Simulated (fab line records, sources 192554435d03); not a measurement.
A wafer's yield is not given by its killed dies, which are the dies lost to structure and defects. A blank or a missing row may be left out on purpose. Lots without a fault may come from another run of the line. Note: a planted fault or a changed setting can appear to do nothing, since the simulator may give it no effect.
Comparing a struck lot with a sound one | flow n5_finfet | 14 out of 1938 route steps
Sound: these wafers, L587.2, L587.3, L587.4. Wafers L579.2, L579.3, L579.5 were the ones struck. At the end, the cause is stated.
Order at every step that has rows: each side's tool, ch and its chambers, its first start. Under that, the readings that differ: sound wafers | struck wafers | difference of the means | sigmas: that difference in standard deviations of wafers without a fault.
alike: same words and numbers on both sides, and readings whose means sit less than 2 such deviations apart. not compared: any withheld reading, any reading some wafer has no value for, any bound like >300 that may hide the same value, and any number with overlapping values for which the record gives no deviation.
The two part at a step that has a row with sigmas, a row that says differs or no value, or rows on one side only. Numbers that don't overlap but have no deviation are shown without sigmas and don't part them. A reading missing from all wafers of one side parts the sides only when that side holds two or more wafers.

N5_BEOL_M12_ETCH_59: etches BARC in N2/H2, target depth 89 nm, overetch 26.7 nm, time 67.9 s.
  sound on rie_diel-02 ch 0,2, day 15 14:50; struck on rie_diel-02 ch 0,2,3, day 14 04:01
  alike: chamber_pressure_mTorr, drypump_motor_current_A, oes_product_au, rf_vpp_V, showerhead_plenum_p_Torr, throttle_valve_pct
  not compared: rf_hours_counter_h
N5_BEOL_M12_VIA_ETCH_16: etches SiOC in C4F8/O2/Ar, target depth 724.8 nm.
  sound on rie_diel-02 ch 0,2, day 15 14:53; struck on rie_diel-02 ch 0,2,3, day 14 04:04
  alike: chamber_pressure_mTorr, drypump_motor_current_A, oes_product_au, rf_vpp_V, showerhead_plenum_p_Torr, throttle_valve_pct
N5_BEOL_M12_STRIP_63: strips in N2/H2.
  sound on plasma_asher-02 ch 0,1, day 15 15:05; struck on plasma_asher-01 ch 0,1, day 14 04:25
  reading                     | sound          | struck         | difference | sigmas
  drypump_motor_current_A (A) | 5.36 5.36 5.35 | 6.02 5.72 6.02 | +0.56      | +2
  heater_power_w (W)          | 356 342 355    | 287 312 295    | -53        | -2
  alike: chamber_pressure_mTorr, oes_product_au, strip_time_to_endpoint_s
  not compared: rf_hours_counter_h
N5_BEOL_M12_STRIP_64: strips in N2/H2.
  sound on plasma_asher-02 ch 0,1, day 15 15:08; struck on plasma_asher-01 ch 0,1, day 14 04:28
  reading                     | sound          | struck         | difference | sigmas
  drypump_motor_current_A (A) | 5.37 5.36 5.36 | 6.04 5.71 6.06 | +0.57      | +2
  heater_power_w (W)          | 360 351 367    | 292 315 297    | -58        | -2
  alike: oes_product_au, strip_time_to_endpoint_s
  not compared: rf_hours_counter_h
then, 2 steps without rows for these wafers: N5_BEOL_M12_STRIP_71 (strips in post etch residue remover, time 60 s); N5_BEOL_M12_SRD_72 (time 30 s, dry time 30 s).
N5_BEOL_M12_CD_MEAS_17: the cd target is 140 nm.
  sound: cd_sem-03 at day 15 15:17; struck: cd_sem-02 at day 14 04:38
  alike: cd_nm
then, 5 steps without rows for these wafers: N5_BEOL_M12_COAT_65 (time 60 s, resist thk 300 nm); N5_BEOL_M12_COAT_66 (time 60 s, resist thk 110 nm); N5_BEOL_M12_COAT_22 (resist thk 300 nm); N5_BEOL_M12_EBR_24; N5_BEOL_M12_SOFTBAKE_23 (time 60 s).
N5_BEOL_M12_EXPOSE_25: exposes mask M12.
  struck on krf_scanner-01, day 14 04:55; sound on krf_scanner-01 ch 0, day 15 15:34
  no value came back on the struck wafers for exposure_dose_mJ_cm2, focus_offset_nm (nm); on the sound wafers exposure_dose_mJ_cm2 reads 21.740 21.741 21.741
  alike: mask
then, 1 step without rows for these wafers: N5_BEOL_M12_PEB_26 (peb time 90 s).

== WHERE THEY PART ==
Earliest at N5_BEOL_M12_STRIP_63; latest, in this record, at N5_BEOL_M12_EXPOSE_25.

WHY: whatever the simulator had introduced
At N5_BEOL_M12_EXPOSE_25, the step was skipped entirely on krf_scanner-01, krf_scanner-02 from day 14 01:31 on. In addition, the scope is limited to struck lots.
